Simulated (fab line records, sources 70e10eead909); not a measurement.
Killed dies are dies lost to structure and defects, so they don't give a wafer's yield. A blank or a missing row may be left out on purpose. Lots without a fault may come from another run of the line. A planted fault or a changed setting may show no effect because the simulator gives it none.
Which tool did it? | flow nand_harc | 12 lots, 36 wafers sampled, at 5 steps of a route of 1159

WHAT THE GAUGES READ, wafer by wafer
NHARC_END_SORT_01. Usual: killed_at_array 27, standard deviation 9.9; killed_at_other 0.5, standard deviation 0.76; killed_at_periphery 3.4, standard deviation 2.2; killed_dies 31, standard deviation 10; killed_open 3.3, standard deviation 2; killed_short 2.0, standard deviation 1.5.
lot  | measured     | on        | killed_at_array | killed_at_other | killed_at_periphery | killed_dies | killed_open | killed_short | flag
L192 | day 24 07:40 | prober-02 | 674 674 675     | 0 0 0           | 3 3 2               | 677 677 677 | 3 6 1       | 2 3 0        | OFF
L193 | day 24 06:50 | prober-01 | 669 674 673     | 0 0 1           | 8 3 3               | 677 677 677 | 2 5 7       | 5 1 2        | OFF

WHICH TOOL RAN EACH LOT (tool, then ch and the chambers of the sampled wafers, then the start)
lot  | NHARC_A_STAIRCASE_ETCH_190                    | NHARC_A_STAIRCASE_TRIM_191         | NHARC_A_STAIRCASE_ETCH_192                    | NHARC_A_STAIRCASE_TRIM_196
L170 | rie_diel-11 ch 0,1,2, day 11 06:53 or earlier | rie_diel-11 ch 0,1,3, day 11 06:53 | rie_diel-11 ch 0,1, day 11 07:53 or earlier   | rie_diel-11 ch 0,1,2, day 11 07:53
L172 | rie_diel-11 ch 1,2, day 11 12:25 or earlier   | rie_diel-11 ch 1,2,3, day 11 12:25 | rie_diel-11 ch 0,1,2, day 11 12:59 or earlier | rie_diel-11 ch 0,1,3, day 11 12:59
L173 | rie_diel-13 ch 1,2, day 11 12:55 or earlier   | rie_diel-13 ch 0,3, day 11 12:55   | rie_diel-13 ch 0,1,2, day 11 13:31 or earlier | rie_diel-13 ch 0,2,3, day 11 13:31
L174 | rie_diel-01 ch 0,1,3, day 11 22:00 or earlier | rie_diel-01 ch 1,2,3, day 11 22:00 | rie_diel-01 ch 0,3, day 11 22:34 or earlier   | rie_diel-11 ch 0,3, day 11 22:34
L175 | rie_diel-13 ch 1,2, day 12 09:35 or earlier   | rie_diel-13 ch 1,2,3, day 12 09:35 | rie_diel-13 ch 1,2,3, day 12 10:14 or earlier | rie_diel-13 ch 1,2,3, day 12 10:14
L179 | rie_diel-11 ch 1,2,3, day 13 04:01 or earlier | rie_diel-11 ch 0,2,3, day 13 04:01 | rie_diel-11 ch 0,1,3, day 13 04:44 or earlier | rie_diel-13 ch 0,1,3, day 13 04:44
L180 | rie_diel-13 ch 1,2,3, day 13 04:02 or earlier | rie_diel-13 ch 0,1,3, day 13 04:02 | rie_diel-13 ch 1,2,3, day 13 04:40 or earlier | rie_diel-11 ch 0,1,3, day 13 04:40
L181 | rie_diel-01 ch 0,2,3, day 14 01:20 or earlier | rie_diel-01 ch 0,1,3, day 14 01:20 | rie_diel-01 ch 0,1,3, day 14 02:01 or earlier | rie_diel-13 ch 0,2,3, day 14 02:01
L186 | rie_diel-11 ch 0,1,2, day 14 19:13 or earlier | rie_diel-11 ch 0,1,2, day 14 19:13 | rie_diel-11 ch 0,1,2, day 14 19:57 or earlier | rie_diel-13 ch 1,2,3, day 14 19:57
L187 | rie_diel-13 ch 0,1,2, day 15 00:08 or earlier | rie_diel-13 ch 0,2,3, day 15 00:08 | rie_diel-13 ch 0,3, day 15 02:06 or earlier   | rie_diel-01 ch 0,1, day 15 02:06
L192 | rie_diel-13 ch 0,1,2, day 16 06:59 or earlier | rie_diel-13 ch 1,3, day 16 06:59   | rie_diel-13 ch 0,2,3, day 16 07:33 or earlier | rie_diel-13 ch 0,2,3, day 16 07:33
L193 | rie_diel-13 ch 2,3, day 16 16:01 or earlier   | rie_diel-13 ch 0,1,2, day 16 16:01 | rie_diel-13 ch 1,3, day 16 16:36 or earlier   | rie_diel-11 ch 0,1,3, day 16 16:36
- NHARC_A_STAIRCASE_ETCH_190: etches the open film in C4F8/O2, target depth 100 nm, time 40.5 s.
- NHARC_A_STAIRCASE_TRIM_191: chemistry O2, time 211.2 s.
- NHARC_A_STAIRCASE_ETCH_192: etches the open film in C4F8/O2, target depth 100 nm, time 40.5 s.
- NHARC_A_STAIRCASE_TRIM_196: chemistry O2, time 211.2 s.

WHAT THE TOOLS THEMSELVES READ (means of the sampled wafers that have a number; where no wafer has one, the mark that the record gives instead)
NHARC_A_STAIRCASE_ETCH_190. Usual: oes_product_au 0.944 a.u., standard deviation 0.014; rf_vpp_V 897 V, standard deviation 4.6.
lot  | tool        | oes_product_au (a.u.) | rf_vpp_V (V) | flag
L170 | rie_diel-11 | 0.934                 | 896          |
L172 | rie_diel-11 | 0.937                 | 892          |
L173 | rie_diel-13 | 0.949                 | 898          |
L174 | rie_diel-01 | 0.947                 | 895          |
L175 | rie_diel-13 | 0.946                 | 897          |
L179 | rie_diel-11 | 0.924                 | 895          |
L180 | rie_diel-13 | 0.964                 | 896          |
L181 | rie_diel-01 | 0.931                 | 899          |
L186 | rie_diel-11 | 0.940                 | 894          |
L187 | rie_diel-13 | 0.957                 | 900          |
L192 | rie_diel-13 | 0.953                 | 900          |
L193 | rie_diel-13 | 0.937                 | 893          |

NHARC_A_STAIRCASE_TRIM_191. Usual: chamber_pressure_mTorr 60.01 mTorr, standard deviation 0.047; drypump_motor_current_A 5.7 A, standard deviation 0.44; oes_product_au 1.006 a.u., standard deviation 0.012; rf_vpp_V 57.8 V, standard deviation 0.89; showerhead_plenum_p_Torr 3.57 Torr, standard deviation 0.12; throttle_valve_pct 17.036 %, standard deviation 0.0088.
lot  | tool        | chamber_pressure_mTorr (mTorr) | drypump_motor_current_A (A) | oes_product_au (a.u.) | rf_vpp_V (V) | showerhead_plenum_p_Torr (Torr) | throttle_valve_pct (%) | flag
L170 | rie_diel-11 | 60.01                          | 5.7                         | 0.996                 | 58.4         | 3.61                            | 17.042                 |
L172 | rie_diel-11 | 60.00                          | 5.8                         | 1.001                 | 57.7         | 3.51                            | 17.040                 |
L173 | rie_diel-13 | 60.01                          | 5.9                         | 1.001                 | 57.3         | 3.56                            | 17.042                 |
L174 | rie_diel-01 | 59.97                          | 5.9                         | 1.005                 | 57.8         | 3.55                            | 17.035                 |
L175 | rie_diel-13 | 60.00                          | 5.4                         | 1.011                 | 58.3         | 3.54                            | 17.038                 |
L179 | rie_diel-11 | 60.01                          | 5.6                         | 0.984                 | 58.9         | 3.59                            | 17.034                 |
L180 | rie_diel-13 | 60.06                          | 5.9                         | 1.008                 | 58.0         | 3.60                            | 17.032                 |
L181 | rie_diel-01 | 60.01                          | 5.8                         | 0.996                 | 57.8         | 3.50                            | 17.043                 |
L186 | rie_diel-11 | 60.04                          | 5.6                         | 1.002                 | 58.4         | 3.51                            | 17.037                 |
L187 | rie_diel-13 | 60.01                          | 5.8                         | 1.013                 | 57.4         | 3.59                            | 17.024                 |
L192 | rie_diel-13 | -                              | -                           | -                     | -            | -                               | -                      | OFF
L193 | rie_diel-13 | -                              | -                           | -                     | -            | -                               | -                      | OFF

NHARC_A_STAIRCASE_ETCH_192. Usual: oes_product_au 0.946 a.u., standard deviation 0.012; rf_vpp_V 897 V, standard deviation 4.6.
lot  | tool        | oes_product_au (a.u.) | rf_vpp_V (V) | flag
L170 | rie_diel-11 | 0.931                 | 896          |
L172 | rie_diel-11 | 0.938                 | 896          |
L173 | rie_diel-13 | 0.951                 | 900          |
L174 | rie_diel-01 | 0.949                 | 898          |
L175 | rie_diel-13 | 0.948                 | 896          |
L179 | rie_diel-11 | 0.930                 | 898          |
L180 | rie_diel-13 | 0.946                 | 897          |
L181 | rie_diel-01 | 0.950                 | 895          |
L186 | rie_diel-11 | 0.940                 | 896          |
L187 | rie_diel-13 | 0.938                 | 896          |
L192 | rie_diel-13 | 0.953                 | 898          |
L193 | rie_diel-13 | 0.942                 | 896          |

NHARC_A_STAIRCASE_TRIM_196. Usual: chamber_pressure_mTorr 60.00 mTorr, standard deviation 0.057; drypump_motor_current_A 5.7 A, standard deviation 0.4; oes_product_au 1.000 a.u., standard deviation 0.013; rf_vpp_V 57.9 V, standard deviation 0.87; showerhead_plenum_p_Torr 3.57 Torr, standard deviation 0.12; throttle_valve_pct 17.035 %, standard deviation 0.0088.
lot  | tool        | chamber_pressure_mTorr (mTorr) | drypump_motor_current_A (A) | oes_product_au (a.u.) | rf_vpp_V (V) | showerhead_plenum_p_Torr (Torr) | throttle_valve_pct (%) | flag
L170 | rie_diel-11 | 60.02                          | 5.6                         | 0.992                 | 57.9         | 3.53                            | 17.030                 |
L172 | rie_diel-11 | 59.93                          | 5.7                         | 0.985                 | 58.1         | 3.61                            | 17.040                 |
L173 | rie_diel-13 | 59.98                          | 5.8                         | 1.008                 | 57.6         | 3.60                            | 17.038                 |
L174 | rie_diel-11 | 60.01                          | 5.6                         | 0.995                 | 57.5         | 3.69                            | 17.027                 |
L175 | rie_diel-13 | 60.04                          | 5.4                         | 1.003                 | 57.3         | 3.54                            | 17.035                 |
L179 | rie_diel-13 | 59.96                          | 5.9                         | 1.011                 | 57.9         | 3.60                            | 17.037                 |
L180 | rie_diel-11 | 60.01                          | 5.7                         | 0.990                 | 59.0         | 3.60                            | 17.030                 |
L181 | rie_diel-13 | 59.99                          | 5.8                         | 1.015                 | 57.8         | 3.59                            | 17.035                 |
L186 | rie_diel-13 | 60.02                          | 5.4                         | 1.008                 | 58.6         | 3.53                            | 17.026                 |
L187 | rie_diel-01 | 60.05                          | 5.6                         | 0.988                 | 58.1         | 3.49                            | 17.034                 |
L192 | rie_diel-13 | 59.98                          | 5.8                         | 1.007                 | 58.3         | 3.58                            | 17.037                 |
L193 | rie_diel-11 | 59.97                          | 5.7                         | 1.000                 | 57.5         | 3.59                            | 17.037                 |

THE ANSWER, worked out from the rows above alone
Rule: a lot is off if the mean of its wafers that have a number lies more than 3 standard deviations from the usual mean. A lot without any number at a reading at which 4 lots or more have one is off too. The other lots that the step has rows for count as sound. The gauges are gone through in route order, then the tools' own readings, and for those a lot's mean is taken as printed above. The first step at which some lot is off is used, and at that step the reading that is off furthest; a lot without a number counts as furthest.
Off: L192, L193, at NHARC_END_SORT_01 (killed_at_array). Neither off nor sound, because the step has no rows for them: L170, L172, L173, L174, L175, L179, L180, L181, L186, L187.
A tool fits if, at a process step before that reading, it ran every lot that is off, and no sound lot after the first of them. The gauges at NHARC_END_SORT_01 aren't tried: what is off there is off at NHARC_A_STAIRCASE_TRIM_191 too, on other tools, and a gauge's error can't cause that. NHARC_A_STAIRCASE_ETCH_190 gives no start for some lots, so the hours and the order of its lots are those of NHARC_A_STAIRCASE_TRIM_191. NHARC_A_STAIRCASE_ETCH_192 gives no start for some lots, so the hours and the order of its lots are those of NHARC_A_STAIRCASE_TRIM_196. One fits: rie_diel-13 at NHARC_A_STAIRCASE_ETCH_190 and NHARC_A_STAIRCASE_TRIM_191 and NHARC_A_STAIRCASE_ETCH_192. It ran no sound lot before its first lot that is off in this sample, so the start can't be narrowed down.

WHAT THE SIMULATOR HAD PUT IN
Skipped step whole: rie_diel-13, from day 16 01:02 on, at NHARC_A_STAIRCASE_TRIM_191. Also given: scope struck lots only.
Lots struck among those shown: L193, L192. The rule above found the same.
